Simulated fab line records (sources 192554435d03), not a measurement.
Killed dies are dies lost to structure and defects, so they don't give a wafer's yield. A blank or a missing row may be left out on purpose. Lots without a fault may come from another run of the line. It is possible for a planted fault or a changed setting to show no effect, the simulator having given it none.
Chamber matching | flow n5-finfet | 4 sister chambers for N5_BEOL_M2_DESCUM_16 on rie-diel-03
The step chemistry O2, time 7 s. 4 wafers are shown with their chamber, then 7 later ones without.

== WAFERS, EACH WITH ITS CHAMBER ==
wafer  | chamber | showerhead-plenum-p-Torr (Torr)
L086.4 | 2       | 1.97
L086.5 | 0       | 2.17
L089.3 | 1       | 2.11
L089.4 | 3       | 2.07

== WAFERS WITH NO CHAMBER GIVEN ==
wafer  | showerhead-plenum-p-Torr (Torr)
L089.6 | 2.11
L090.2 | 2.16
L090.4 | 2.11
L090.6 | 2.06
L091.1 | 2.11
L091.3 | 2.16
L091.6 | 2.23

== WHICH CHAMBER EACH WENT THROUGH ==
wafer  | from the rows above     | in truth
L089.6 | can't be placed: 1 or 3 | 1
L090.2 | can't be placed: 0 or 1 | 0
L090.4 | can't be placed: 1 or 3 | 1
L090.6 | can't be placed: 3 or 1 | 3
L091.1 | can't be placed: 1 or 3 | 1
L091.3 | can't be placed: 0 or 1 | 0
L091.6 | 0                       | 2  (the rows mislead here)
Correct placement for 0 of the 7. Not placeable from these rows: 6 (in 6, the candidates include the true chamber). Placed wrongly: 1.
How it was worked out, from the rows above alone: a wafer's distance from a chamber is the root of the sum, over the readings, of the square of ((its reading less the chamber's mean) divided by the reading's scatter). If the next closest chamber is less than 2 further off than the closest, the wafer can't be placed; otherwise it belongs to the closest. Each chamber's mean is taken over the wafers shown for it. The scatter: root of mean squared gap, hidden wafer to nearest shown wafer, with one shown wafer a chamber.
